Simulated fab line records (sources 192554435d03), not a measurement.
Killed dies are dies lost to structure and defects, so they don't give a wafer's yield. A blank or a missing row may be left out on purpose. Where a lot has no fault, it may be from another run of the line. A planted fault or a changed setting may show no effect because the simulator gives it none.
Which tool was responsible? ; flow n5Finfet ; 18 wafers sampled from 6 lots at 1 step of a route of 1938

== WHAT THE GAUGES SHOWED, per wafer ==
N5_BEOL_M9_CD_MEAS_11: the cd target is 64.1 nm.
lot;measured;on;cdNm (nm)
L128;day 9 09:45;cdSem-02;63.8 64.0 64.2
L134;day 10 20:46;cdSem-02;63.2 63.4 63.2
L135;day 11 05:54;cdSem-01;65.0 64.9 64.5
L138;day 12 06:07;cdSem-02;64.5 63.3 63.6
L147;day 14 09:25;cdSem-02;65.0 64.9 64.4
L151;day 15 04:29;cdSem-01;63.1 63.6 63.8

== TOOL THAT RAN EACH LOT (tool first, then ch and the chambers of the sampled wafers, then the start) ==
The record holds no process step before these readings.

== THE ANSWER, worked out from the rows above alone ==
Rule: what is usual is taken from the lots themselves. Put in order of their means at a reading, lots are off if they are a third of the lots or fewer, leave a main group of 4 or more, and stand apart from it by a gap of 3 or more times the standard deviation of the main group's means; of several such gaps the widest counts. A main group whose means are all the same, to the digits that the tables above print for the reading, isn't used. A lot without any number at a reading at which 4 lots or more have one is off too. Any other lot the step has rows for is counted as sound.
Nothing can be told from this: no lot is off at any reading shown.

== WHAT THE SIMULATOR HAD PUT IN ==
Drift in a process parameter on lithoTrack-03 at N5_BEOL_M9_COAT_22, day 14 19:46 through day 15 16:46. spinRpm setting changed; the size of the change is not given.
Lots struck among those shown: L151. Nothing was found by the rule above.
